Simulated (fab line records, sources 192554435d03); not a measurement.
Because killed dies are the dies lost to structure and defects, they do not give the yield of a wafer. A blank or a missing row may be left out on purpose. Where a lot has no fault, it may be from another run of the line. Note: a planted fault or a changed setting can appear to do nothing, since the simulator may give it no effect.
Matching of chambers ; flow n5_finfet ; N5_STI_FIN_REVEAL_ALD_14 on ald_sin-04 has 4 sister chambers
The step deposits Si3N4, target thk 3 nm. 4 wafers are shown with their chamber, then 11 later ones without.

## WAFERS PAIRED WITH THEIR CHAMBERS
wafer;chamber;heater_power_w (W)
L086.5;1;724
L087.4;3;965
L087.6;2;983
L088.1;0;827

## WAFERS WITHOUT THEIR CHAMBER
wafer;heater_power_w (W)
L088.2;713
L088.6;792
L091.1;820
L091.4;991
L091.6;705
L094.1;992
L094.4;724
L094.6;719
L097.1;985
L097.4;951
L097.6;836

## WHICH CHAMBER EACH WENT THROUGH
wafer;from the rows above;in truth
L088.2;1;1
L088.6;0;0
L091.1;0;0
L091.4;can't be placed: 2 or 3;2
L091.6;1;1
L094.1;can't be placed: 2 or 3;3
L094.4;1;1
L094.6;1;1
L097.1;can't be placed: 2 or 3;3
L097.4;can't be placed: 3 or 2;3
L097.6;0;0
7 of 11 placed correctly. From these rows, 4 cannot be placed; in 4 the true chamber is one of the candidates. 0 placed wrongly.
How it was worked out, from the rows above alone: a wafer's distance from a chamber is the root of the sum, over the readings, of the square of ((its reading less the chamber's mean) divided by the reading's scatter). The wafer belongs to the nearest chamber; if the next one is less than 2 further off, it can't be placed. A chamber's mean is the mean of its shown wafers. The scatter: root of mean squared gap, hidden wafer to nearest shown wafer, with one shown wafer a chamber.
